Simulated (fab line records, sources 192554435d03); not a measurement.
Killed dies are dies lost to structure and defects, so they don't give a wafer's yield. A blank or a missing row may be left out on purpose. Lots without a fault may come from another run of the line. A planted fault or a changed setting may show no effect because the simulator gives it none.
fab line records | flow n5_finfet
record lots=7 wafers=21
route steps=1938 shown HKMG_FIN@395 GATE_CUT@511 MOL_CONTACT_COAG@523
start_h: hours from the record's first day to the start of the lot's first wafer shown | wait_h: hours since the lot's step before | " the same as in the row above | L1.1+2: a row that stands for several wafers | - no value, or no start given | * or withheld: withheld | < > ~ a bound
route shown NAME@n: a module of which the file shows steps, and the number in the route of the first | usual: mean/standard deviation of fault-free wafers | same: alike in all rows | chamber/n: place in a boat | sites: the reading at each site | _std_site: their standard deviation | _edge_site: outer sites' mean less inner sites' | radius_mm: how far each site lies from the wafer's centre | mask NAME#n: copy n | behind: the tool/chamber that last shaped the wafer | hold: why the lot was held/for how many hours/how that ended | device: the transistor (n, p or np) that didn't switch | end of line: the same wafers' tests at the end of the route | a step without rows: its recipe alone | killed: dies lost to structure and defects at the first sort, not the wafer's yield | map: a wafer's dies, x killed, . not, _ none there
set.NAME: the setting as run; set.NAME@STEP: as run at that earlier step | model.NAME: the simulator's own value behind a step, which no gauge read
lots whose settings were changed on purpose; a table a step, a row a wafer
## steps
# step N5_HKMG_FIN_EXPOSE_46
# recipe mask_id=NDIPOLE na=1.35 source_shape=conventional sigma_outer=0.8 polarization=unpolarized dose_mj=40
# columns lot.wafer tool chamber start_h wait_h mask set.dose_mj
L074.1+2+3 arfi_scanner-03 0 79.17 - NDIPOLE#0 41.78
L079.2+4+6 arfi_scanner-01 0 103.10 - NDIPOLE#0 40
L083.2+3+4 arfi_scanner-01 0 128.96 - NDIPOLE#0 40
L087.4+5+6 arfi_scanner-01 0 151.82 - NDIPOLE#0 40
L092.1+3+4 arfi_scanner-02 0 178.55 - NDIPOLE#0 40
L094.3+5 arfi_scanner-03 0 194.32 - NDIPOLE#0 40
L094.6 " 0 " " NDIPOLE#0 42.3
L095.1 arfi_scanner-03 0 201.57 - NDIPOLE#0 39.06
L095.3+4 " 0 " " NDIPOLE#0 40
# step N5_HKMG_FIN_PEB_47
# recipe peb_temp_c=withheld peb_time_s=60 resist=CAR-ArF
# step N5_HKMG_FIN_DEVELOP_48
# recipe develop_time_s=30 developer=TMAH resist=CAR-ArF rinse_liquid=diw dry=air_spin dev_temp_c=23
# step N5_HKMG_FIN_CD_MEAS_49
# recipe target_cd_nm=202 landing_energy_ev=500 detector=se_inlens polarity=opening
# usual cd_nm=201.7/0.7
# columns lot.wafer tool chamber start_h wait_h set.dose_mj@HKMG_FIN_EXPOSE_46 cd_nm
L074.1 cd_sem-02 0 79.29 - 41.78 205.0
L074.2 " 0 " " 41.78 205.0
L074.3 " 0 " " 41.78 205.2
L079.2 cd_sem-01 0 103.22 - 40 201.4
L079.4 " 0 " " 40 202.0
L079.6 " 0 " " 40 201.6
L083.2 cd_sem-02 0 129.08 - 40 201.9
L083.3 " 0 " " 40 201.4
L083.4 " 0 " " 40 202.3
L087.4 cd_sem-02 0 151.93 - 40 201.8
L087.5 " 0 " " 40 202.1
L087.6 " 0 " " 40 201.7
L092.1 cd_sem-02 0 178.68 - 40 202.3
L092.3 " 0 " " 40 201.3
L092.4 " 0 " " 40 202.1
L094.3 cd_sem-01 0 194.43 - 40 202.1
L094.5 " 0 " " 40 202.1
L094.6 " 0 " " 42.3 205.4
L095.1 cd_sem-02 0 201.69 - 39.06 199.7
L095.3 " 0 " " 40 201.4
L095.4 " 0 " " 40 200.8
# step N5_HKMG_FIN_ETCH_54
# recipe chemistry=CF4 target=SiARC target_depth_a=455 mask_material=CAR-ArF time_s=75.8 ion_energy_ev=80 pressure_mtorr=40 source_w=545 bias_w=36 Ar_flow_sccm=100 cf4_flow_sccm=100 ends=cleared
# usual rf_vpp_V=184.6/1.2
# columns lot.wafer tool chamber start_h wait_h set.source_w set.dose_mj@HKMG_FIN_EXPOSE_46 rf_vpp_V model.HKMG_FIN.cd_offset_nm
L074.1 rie_diel-04 0 79.42 0.0 545 41.78 184.0 2.6
L074.2 " 1 " " 596.9 41.78 179.5 3
L074.3 " 3 " " 596.9 41.78 179.1 3.2
L079.2 rie_diel-04 1 103.62 0.0 545 40 184.0 -1.2
L079.4 " 2 " " 545 40 185.3 -0.6
L079.6 " 0 " " 545 40 183.5 -0.6
L083.2 rie_diel-04 3 129.37 0.0 545 40 185.3 -0.2
L083.3 " 0 " " 570.6 40 181.9 -0.6
L083.4 " 1 " " 545 40 184.7 0.2
L087.4 rie_diel-01 0 152.11 0.0 545 40 185.4 -0.6
L087.5 " 1 " " 604.6 40 177.2 0.4
L087.6 " 0 " " 604.6 40 178.3 0
L092.1 rie_diel-05 0 178.80 0.0 545 40 186.8 0.4
L092.3 " 2 " " 545 40 185.0 -0.6
L092.4 " 1 " " 545 40 184.9 -0.2
L094.3 rie_diel-01 2 194.55 0.0 592.8 40 178.9 -0.4
L094.5 " 3 " " 545 40 183.1 0.2
L094.6 " 0 " " 545 42.3 186.1 3.6
L095.1 rie_diel-01 3 201.82 0.0 607.9 39.06 177.9 -2.6
L095.3 " 0 " " 607.9 40 178.6 -1
L095.4 " 2 " " 545 40 186.1 -1.4
# step N5_GATE_CUT_CMP_23
# recipe stop_on=SiO2 t_overpolish_s=23.4 post_cmp_clean=alkaline_brush down_force_psi=2.5 platen_rpm=51.8 pad_velocity_m_s=1.0307 target_thk_nm=16
# columns lot.wafer tool chamber start_h wait_h set.down_force_psi model.SiNx_of_GATE_CUT_ALD_22.thk_nm
L074.3+2 cmp-02 0,3 98.31 0.8 2.5 16
L074.1 " 2 " " 2.5 15.8
L079.4 cmp-03 3 118.45 0.8 2.5 16
L079.2+6 " 1,3 " " 2.5 16.2
L083.3+4+2 cmp-03 1,2,3 143.48 0.8 2.5 16
L087.4+5 cmp-03 2,1 166.60 0.8 2.5 16
L087.6 " 0 " " 2.744 15.8
L092.1+4 cmp-04 3,0 193.61 0.8 2.955 15.6
L092.3 " 2 " " 2.5 16.2
L094.3 cmp-04 2 209.58 0.9 2.5 15.8
L094.5 " 3 " " 2.67 15.8
L094.6 " 0 " " 2.5 16
L095.4 cmp-03 3 215.97 0.8 2.5 15.8
L095.3+1 " 0,1 " " 2.192 16
# step N5_MOL_CONTACT_COAG_EXPOSE_05
# recipe mask_id=CA na=0.33 source_shape=annular sigma_inner=0.4 sigma_outer=0.8 polarization=unpolarized defocus_nm=0 dose_mj=38.25
# columns lot.wafer tool chamber start_h wait_h mask set.dose_mj
L074.1+2 euv_scanner-01 0 99.64 - CA#0 38.25
L074.3 " 0 " " CA#0 36.1
L079.2+4+6 euv_scanner-02 0 119.78 - CA#0 38.25
L083.2 euv_scanner-02 0 144.65 - CA#0 39.71
L083.3+4 " 0 " " CA#0 38.25
L087.4+6 euv_scanner-02 0 167.74 - CA#0 39.67
L087.5 " 0 " " CA#0 38.25
L092.1+3+4 euv_scanner-01 0 194.81 - CA#0 38.25
L094.3+6 euv_scanner-02 0 210.69 - CA#0 38.25
L094.5 " 0 " " CA#0 36.44
L095.1+3+4 euv_scanner-01 0 217.30 - CA#0 39.94
# step N5_MOL_CONTACT_COAG_PEB_06
# recipe peb_temp_c=100 peb_time_s=60 resist=CAR-EUV
# step N5_MOL_CONTACT_COAG_DEVELOP_07
# recipe develop_time_s=30 developer=TMAH resist=CAR-EUV rinse_liquid=surfactant_rinse dry=air_spin dev_temp_c=23
# step N5_MOL_CONTACT_COAG_CD_MEAS_08
# recipe target_cd_nm=28 landing_energy_ev=500 detector=se_inlens polarity=opening
# usual cd_nm=27.95/0.25
# columns lot.wafer tool chamber start_h wait_h set.dose_mj@MOL_CONTACT_COAG_EXPOSE_05 cd_nm
L074.1 cd_sem-01 0 99.77 - 38.25 27.98
L074.2 " 0 " " 38.25 28.20
L074.3 " 0 " " 36.1 26.63
L079.2 cd_sem-01 0 119.91 - 38.25 27.58
L079.4 " 0 " " 38.25 28.09
L079.6 " 0 " " 38.25 28.09
L083.2 cd_sem-02 0 144.77 - 39.71 29.05
L083.3 " 0 " " 38.25 28.16
L083.4 " 0 " " 38.25 28.06
L087.4 cd_sem-03 0 167.86 - 39.67 28.89
L087.5 " 0 " " 38.25 28.67
L087.6 " 0 " " 39.67 28.75
L092.1 cd_sem-01 0 194.94 - 38.25 27.49
L092.3 " 0 " " 38.25 27.68
L092.4 " 0 " " 38.25 27.73
L094.3 cd_sem-02 0 210.80 - 38.25 27.75
L094.5 " 0 " " 36.44 26.24
L094.6 " 0 " " 38.25 27.77
L095.1 cd_sem-02 0 217.43 - 39.94 28.80
L095.3 " 0 " " 39.94 28.84
L095.4 " 0 " " 39.94 28.81
# step N5_MOL_CONTACT_COAG_DESCUM_13
# recipe chemistry=O2 time_s=7 source_power_w=50 bias_power_w=20 pressure_mtorr=20 rf_frequency_hz=2.712e+07 temp_c=40 resist=CAR-EUV o2_flow_sccm=225
# step N5_MOL_CONTACT_COAG_ETCH_59
# recipe chemistry=N2/H2 target=underlayer target_depth_a=130 mask_material=CAR-EUV time_s=10.4 ion_energy_ev=200 pressure_mtorr=30 source_w=840 bias_w=150 n2_flow_sccm=200 h2_flow_sccm=200 ends=cleared
# columns lot.wafer tool chamber start_h wait_h set.dose_mj@MOL_CONTACT_COAG_EXPOSE_05 model.MOL_CONTACT_COAG.cd_offset_nm
L074.1 rie_diel-01 1 99.93 0.0 38.25 0.2
L074.2 " 0 " " 38.25 0.4
L074.3 " 2 " " 36.1 -1.4
L079.2+4+6 rie_diel-04 0,3,3 120.32 0.0 38.25 -0.2
L083.2 rie_diel-01 2 144.93 0.0 39.71 1
L083.3+4 " 1,3 " " 38.25 0.2
L087.4 rie_diel-04 3 168.06 0.0 39.67 0.8
L087.5 " 1 " " 38.25 0
L087.6 " 0 " " 39.67 0.6
L092.1 rie_diel-04 1 195.11 0.0 38.25 0
L092.3 " 0 " " 38.25 -0.2
L092.4 " 3 " " 38.25 -0.4
L094.3+6 rie_diel-05 0 211.81 0.0 38.25 0.2
L094.5 " 3 " " 36.44 -1.6
L095.1 rie_diel-05 0 217.77 0.0 39.94 0.8
L095.3 " 3 " " 39.94 0.6
L095.4 " 1 " " 39.94 0.4
# step N5_MOL_CONTACT_COAG_ETCH_105
# recipe chemistry=CF4 target=SiARC target_depth_a=156 mask_material=CAR-EUV time_s=26 ion_energy_ev=80 pressure_mtorr=40 source_w=545 bias_w=36 Ar_flow_sccm=100 cf4_flow_sccm=100 ends=cleared
# usual rf_vpp_V=184.4/1.1
# columns lot.wafer tool chamber start_h wait_h set.bias_w set.dose_mj@MOL_CONTACT_COAG_EXPOSE_05 rf_vpp_V model.MOL_CONTACT_COAG.cd_offset_nm
L074.1 rie_diel-01 1 99.95 0.0 36 38.25 182.5 0
L074.2 " 0 " " 41.04 38.25 201.1 0.4
L074.3 " 2 " " 41.04 36.1 200.0 -1.4
L079.2 rie_diel-04 0 120.34 0.0 36 38.25 183.5 0
L079.4 " 3 " " 36 38.25 185.6 -0.2
L079.6 " 3 " " 36 38.25 185.7 -0.2
L083.2 rie_diel-01 2 144.95 0.0 41.34 39.71 201.4 0.8
L083.3 " 1 " " 36 38.25 182.5 0
L083.4 " 3 " " 36 38.25 184.0 0.4
L087.4 rie_diel-04 3 168.08 0.0 38.94 39.67 194.7 0.6
L087.5 " 1 " " 36 38.25 185.5 0.2
L087.6 " 0 " " 38.94 39.67 193.4 0.8
L092.1 rie_diel-04 1 195.13 0.0 36 38.25 182.5 0
L092.3 " 0 " " 36 38.25 182.7 0
L092.4 " 3 " " 36 38.25 184.8 -0.4
L094.3 rie_diel-05 0 211.83 0.0 36 38.25 185.5 0.2
L094.5 " 3 " " 38.3 36.44 193.1 -1.6
L094.6 " 0 " " 38.3 38.25 194.1 0.2
L095.1 rie_diel-05 0 217.79 0.0 36 39.94 186.6 0.8
L095.3 " 3 " " 36 39.94 184.8 0.6
L095.4 " 1 " " 36 39.94 184.8 0.4
# step N5_MOL_CONTACT_COAG_ETCH_106
# recipe chemistry=N2/H2 target=SOC target_depth_a=800 overetch_a=160 mask_material=SiARC temp_c=40 time_s=120 ion_energy_ev=200 pressure_mtorr=30 source_w=840 bias_w=150 n2_flow_sccm=200 h2_flow_sccm=200
# columns lot.wafer tool chamber start_h wait_h set.dose_mj@MOL_CONTACT_COAG_EXPOSE_05 model.MOL_CONTACT_COAG.cd_offset_nm
L074.1 rie_diel-01 1 99.98 0.0 38.25 -0.2
L074.2 " 0 " " 38.25 0
L074.3 " 2 " " 36.1 -1.6
L079.2 rie_diel-04 0 120.36 0.0 38.25 -0.4
L079.4+6 " 3 " " 38.25 0
L083.2 rie_diel-01 2 144.98 0.0 39.71 1
L083.3+4 " 1,3 " " 38.25 0.2
L087.4 rie_diel-04 3 168.10 0.0 39.67 1
L087.5 " 1 " " 38.25 -0.2
L087.6 " 0 " " 39.67 0.6
L092.1+3+4 rie_diel-04 1,0,3 195.15 0.0 38.25 -0.2
L094.3+6 rie_diel-05 0 211.86 0.0 38.25 0.4
L094.5 " 3 " " 36.44 -1.6
L095.1 rie_diel-05 0 217.82 0.0 39.94 1
L095.3 " 3 " " 39.94 0.6
L095.4 " 1 " " 39.94 0.2
# step N5_MOL_CONTACT_COAG_STRIP_107
# recipe chemistry=N2/H2 temp_c=40 n2_flow_sccm=200 h2_flow_sccm=200 rf_frequency_hz=6e+07
# step N5_MOL_CONTACT_COAG_STRIP_108
# recipe chemistry=N2/H2 temp_c=40 n2_flow_sccm=200 h2_flow_sccm=200 rf_frequency_hz=6e+07
# step N5_MOL_CONTACT_COAG_CONTACT_ETCH_14
# recipe chemistry=C4F6/O2 target=SiO2 target_depth_a=275 overetch_a=85 mask_material=SOC pressure_mtorr=30 source_w=370 bias_w=185 Ar_flow_sccm=300 C4F6_flow_sccm=16 O2_flow_sccm=10 time_s=20 ion_energy_ev=259.6
# columns lot.wafer tool chamber start_h wait_h set.dose_mj@MOL_CONTACT_COAG_EXPOSE_05 model.MOL_CONTACT_COAG.cd_offset_nm
L074.1+2 rie_diel-01 1,0 100.08 0.0 38.25 0
L074.3 " 2 " " 36.1 -1.6
L079.2 rie_diel-04 0 120.46 0.0 38.25 -0.4
L079.4+6 " 3 " " 38.25 0
L083.2 rie_diel-01 2 145.08 0.0 39.71 1
L083.3+4 " 1,3 " " 38.25 0.2
L087.4 rie_diel-04 3 168.21 0.0 39.67 0.8
L087.5 " 1 " " 38.25 -0.2
L087.6 " 0 " " 39.67 0.6
L092.1+3+4 rie_diel-04 1,0,3 195.25 0.0 38.25 -0.2
L094.3 rie_diel-05 0 211.96 0.0 38.25 0.4
L094.5 " 3 " " 36.44 -1.8
L094.6 " 0 " " 38.25 0.2
L095.1 rie_diel-05 0 217.92 0.0 39.94 1
L095.3 " 3 " " 39.94 0.6
L095.4 " 1 " " 39.94 0.2
# step N5_MOL_CONTACT_COAG_STRIP_109
# recipe chemistry=C4F6/O2 resist=SiARC rf_frequency_hz=6e+07
# step N5_MOL_CONTACT_COAG_ETCH_15
# recipe chemistry=CH3F/O2 target=SiNx target_depth_a=70 mask_material=SOC stop_on=Si:P over_etch_frac=0.75 ion_energy_ev=120 pressure_mtorr=30 source_w=395 bias_w=73 Ar_flow_sccm=150 CH3F_flow_sccm=30 O2_flow_sccm=20
# step N5_MOL_CONTACT_COAG_ETCH_110
# recipe chemistry=CF4/O2 target=Si target_depth_a=25 time_s=8 pressure_mtorr=100 source_w=200 bias_w=12 ion_energy_ev=60 Ar_flow_sccm=100 cf4_flow_sccm=100 O2_flow_sccm=10
# columns lot.wafer tool chamber start_h wait_h set.dose_mj@MOL_CONTACT_COAG_EXPOSE_05 model.MOL_CONTACT_COAG.cd_offset_nm
L074.1 rie_diel-01 1 100.17 0.0 38.25 0
L074.2 " 0 " " 38.25 -0.2
L074.3 " 2 " " 36.1 -1.4
L079.2 rie_diel-04 0 120.56 0.0 38.25 -0.2
L079.4 " 3 " " 38.25 0.2
L079.6 " 3 " " 38.25 0
L083.2 rie_diel-01 2 145.17 0.0 39.71 1.4
L083.3+4 " 1,3 " " 38.25 0.2
L087.4 rie_diel-04 3 168.30 0.0 39.67 0.8
L087.5 " 1 " " 38.25 -0.6
L087.6 " 0 " " 39.67 1
L092.1+4 rie_diel-04 1,3 195.35 0.0 38.25 -0.2
L092.3 " 0 " " 38.25 0.2
L094.3+6 rie_diel-05 0 212.05 0.0 38.25 0.2
L094.5 " 3 " " 36.44 -1.8
L095.1 rie_diel-05 0 218.02 0.0 39.94 1
L095.3 " 3 " " 39.94 0.8
L095.4 " 1 " " 39.94 0.2
# step N5_MOL_CONTACT_COAG_STRIP_98
# recipe chemistry=N2/H2 power_w=500 temp_c=40 pressure_mtorr=50 rf_frequency_hz=6e+07 overash_fraction=0.3 bias_power_w=8 h2_frac=0.5 n2_flow_sccm=300 h2_flow_sccm=300
# step N5_MOL_CONTACT_COAG_CD_MEAS_99
# recipe target_cd_nm=17.2 polarity=opening
# usual cd_nm=17.1/0.39
# columns lot.wafer tool chamber start_h wait_h set.dose_mj@MOL_CONTACT_COAG_EXPOSE_05 cd_nm
L074.1 cd_sem-02 - 100.29 - 38.25 17.1
L074.2 " - " " 38.25 16.7
L074.3 " - " " 36.1 15.8
L079.2 cd_sem-03 - 120.68 - 38.25 17.1
L079.4 " - " " 38.25 17.2
L079.6 " - " " 38.25 17.0
L083.2 cd_sem-01 - 145.29 - 39.71 18.6
L083.3 " - " " 38.25 17.4
L083.4 " - " " 38.25 17.0
L087.4 cd_sem-03 - 168.42 - 39.67 17.8
L087.5 " - " " 38.25 16.9
L087.6 " - " " 39.67 17.8
L092.1 cd_sem-01 - 195.47 - 38.25 16.8
L092.3 " - " " 38.25 17.3
L092.4 " - " " 38.25 17.3
L094.3 cd_sem-02 - 212.17 - 38.25 17.6
L094.5 " - " " 36.44 15.0
L094.6 " - " " 38.25 17.4
L095.1 cd_sem-03 - 218.13 - 39.94 18.5
L095.3 " - " " 39.94 18.3
L095.4 " - " " 39.94 17.5
# step N5_MOL_CONTACT_COAG_DESCUM_45
# recipe chemistry=O2 time_s=7 source_power_w=50 bias_power_w=20 pressure_mtorr=20 rf_frequency_hz=2.712e+07 temp_c=40 resist=CAR-EUV o2_flow_sccm=225
# columns lot.wafer tool chamber start_h wait_h set.time_s model.CAR-EUV_of_MOL_CONTACT_COAG_COAT_34.thk_nm
L074.1+3 rie_diel-05 0,2 113.96 0.8 8.03 35.4
L074.2 " 1 " " 7 36.2
L079.2+4+6 rie_diel-04 1,0,0 134.30 0.3 7 35.8
L083.2+4 rie_diel-05 3,2 156.97 0.3 5.5 36.6
L083.3 " 1 " " 7 36
L087.4 rie_diel-01 0 181.10 0.4 7 36
L087.5 " 3 " " 7 36.2
L087.6 " 2 " " 7.812 35.6
L092.1+3 rie_diel-05 2,1 209.74 0.8 7 36
L092.4 " 3 " " 8.306 35.4
L094.3+6 rie_diel-05 0 225.97 0.0 7 35.8
L094.5 " 3 " " 7 36
L095.1+4 rie_diel-01 0,2 230.16 0.5 7.708 35.8
L095.3 " 2 " " 7 36
# step N5_MOL_CONTACT_COAG_ETCH_65
# recipe chemistry=N2/H2 target=underlayer target_depth_a=130 mask_material=CAR-EUV time_s=10.4 ion_energy_ev=200 pressure_mtorr=30 source_w=840 bias_w=150 n2_flow_sccm=200 h2_flow_sccm=200 ends=cleared
# columns lot.wafer tool chamber start_h wait_h set.time_s@MOL_CONTACT_COAG_DESCUM_45 model.CAR-EUV_of_MOL_CONTACT_COAG_COAT_34.thk_nm
L074.1 rie_diel-05 0 114.00 0.0 8.03 23.8
L074.2 " 1 " " 7 25
L074.3 " 2 " " 8.03 24
L079.2+6 rie_diel-04 1,0 134.34 0.0 7 24.4
L079.4 " 0 " " 7 24.2
L083.2+4 rie_diel-05 3,2 157.00 0.0 5.5 25.2
L083.3 " 1 " " 7 24.8
L087.4 rie_diel-01 0 181.14 0.0 7 24.6
L087.5 " 3 " " 7 24.8
L087.6 " 2 " " 7.812 24.2
L092.1 rie_diel-05 2 209.77 0.0 7 24.6
L092.3 " 1 " " 7 24.8
L092.4 " 3 " " 8.306 24
L094.3+5+6 rie_diel-05 0,3,0 226.00 0.0 7 24.4
L095.1+4 rie_diel-01 0,2 230.20 0.0 7.708 24.2
L095.3 " 2 " " 7 24.6
# step N5_MOL_CONTACT_COAG_ETCH_66
# recipe chemistry=CF4 target=SiARC target_depth_a=130 mask_material=CAR-EUV time_s=21.7 ion_energy_ev=80 pressure_mtorr=40 source_w=545 bias_w=36 Ar_flow_sccm=100 cf4_flow_sccm=100 ends=cleared
# columns lot.wafer tool chamber start_h wait_h set.time_s@MOL_CONTACT_COAG_DESCUM_45 model.CAR-EUV_of_MOL_CONTACT_COAG_COAT_34.thk_nm
L074.1 rie_diel-05 0 114.02 0.0 8.03 16.2
L074.2 " 1 " " 7 17.2
L074.3 " 2 " " 8.03 16.4
L079.2+4+6 rie_diel-04 1,0,0 134.36 0.0 7 16.6
L083.2+4 rie_diel-05 3,2 157.02 0.0 5.5 17.6
L083.3 " 1 " " 7 17.2
L087.4 rie_diel-01 0 181.16 0.0 7 16.8
L087.5 " 3 " " 7 17
L087.6 " 2 " " 7.812 16.4
L092.1 rie_diel-05 2 209.79 0.0 7 16.8
L092.3 " 1 " " 7 17.2
L092.4 " 3 " " 8.306 16.2
L094.3+5+6 rie_diel-05 0,3,0 226.02 0.0 7 16.8
L095.1+4 rie_diel-01 0,2 230.22 0.0 7.708 16.6
L095.3 " 2 " " 7 17
# step N5_MOL_CONTACT_COAG_ALD_133
# recipe material=SiO2 target_thk_a=50 temp_c=100 ald_precursor_family=BDEAS ald_co_reactant=O2-plasma pulse_time_s=1 co_reactant_pulse_time_s=1 purge_time_s=2 co_reactant_purge_time_s=2 ald_cycles=35 pressure_torr=2
# columns lot.wafer tool chamber start_h wait_h set.ald_cycles model.SiO2_of_MOL_CONTACT_COAG_ALD_133.thk_nm
L074.1+3 ald_sin-04 2,1 114.29 0.2 35 5
L074.2 " 0 " " 38 5.4
L079.2+4+6 ald_sin-01 0,3,1 134.51 0.1 35 5
L083.2+3 ald_sin-03 2,0 157.10 0.1 37 5.2
L083.4 " 3 " " 35 5
L087.4+5 ald_sin-04 2,1 181.40 0.2 35 5
L087.6 " 0 " " 41 5.8
L092.1 ald_sin-04 1 209.87 0.1 41 5.8
L092.3+4 " 0,3 " " 35 5
L094.3 ald_sin-01 0 226.10 0.1 35 5
L094.5+6 " 3,2 " " 37 5.2
L095.1+4 ald_sin-04 0,3 230.30 0.1 35 5
L095.3 " 2 " " 32 4.6
## key
split step=N5_HKMG_FIN_EXPOSE_46 setting=dose_mj stated=40 by=wafer
response step=N5_HKMG_FIN_CD_MEAS_49 reading=cd_nm change=+0.572 per=1% r=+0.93
response step=N5_HKMG_FIN_ETCH_54 reading=model.HKMG_FIN.cd_offset_nm change=+0.637 per=1% r=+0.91
split step=N5_HKMG_FIN_ETCH_54 setting=source_w stated=545 by=wafer
response step=N5_HKMG_FIN_ETCH_54 reading=rf_vpp_V change=-0.642 per=1% r=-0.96
split step=N5_GATE_CUT_CMP_23 setting=down_force_psi stated=2.5 by=wafer
response step=N5_GATE_CUT_CMP_23 reading=model.SiNx_of_GATE_CUT_ALD_22.thk_nm change=-0.0256 per=1% r=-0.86
split step=N5_MOL_CONTACT_COAG_EXPOSE_05 setting=dose_mj stated=38.25 by=wafer
response step=N5_MOL_CONTACT_COAG_CD_MEAS_08 reading=cd_nm change=+0.238 per=1% r=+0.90
response step=N5_MOL_CONTACT_COAG_ETCH_59 reading=model.MOL_CONTACT_COAG.cd_offset_nm change=+0.288 per=1% r=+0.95
response step=N5_MOL_CONTACT_COAG_ETCH_105 reading=model.MOL_CONTACT_COAG.cd_offset_nm change=+0.263 per=1% r=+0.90
response step=N5_MOL_CONTACT_COAG_ETCH_106 reading=model.MOL_CONTACT_COAG.cd_offset_nm change=+0.3 per=1% r=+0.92
response step=N5_MOL_CONTACT_COAG_CONTACT_ETCH_14 reading=model.MOL_CONTACT_COAG.cd_offset_nm change=+0.308 per=1% r=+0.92
response step=N5_MOL_CONTACT_COAG_ETCH_110 reading=model.MOL_CONTACT_COAG.cd_offset_nm change=+0.327 per=1% r=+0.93
response step=N5_MOL_CONTACT_COAG_CD_MEAS_99 reading=cd_nm change=+0.327 per=1% r=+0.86
split step=N5_MOL_CONTACT_COAG_ETCH_105 setting=bias_w stated=36 by=wafer
response step=N5_MOL_CONTACT_COAG_ETCH_105 reading=rf_vpp_V change=+1.23 per=1% r=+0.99
split step=N5_MOL_CONTACT_COAG_DESCUM_45 setting=time_s stated=7 by=wafer
response step=N5_MOL_CONTACT_COAG_DESCUM_45 reading=model.CAR-EUV_of_MOL_CONTACT_COAG_COAT_34.thk_nm change=-0.0346 per=1% r=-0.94
response step=N5_MOL_CONTACT_COAG_ETCH_65 reading=model.CAR-EUV_of_MOL_CONTACT_COAG_COAT_34.thk_nm change=-0.0378 per=1% r=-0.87
response step=N5_MOL_CONTACT_COAG_ETCH_66 reading=model.CAR-EUV_of_MOL_CONTACT_COAG_COAT_34.thk_nm change=-0.037 per=1% r=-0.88
split step=N5_MOL_CONTACT_COAG_ALD_133 setting=ald_cycles stated=35 by=wafer
response step=N5_MOL_CONTACT_COAG_ALD_133 reading=model.SiO2_of_MOL_CONTACT_COAG_ALD_133.thk_nm change=+0.0457 per=1% r=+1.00
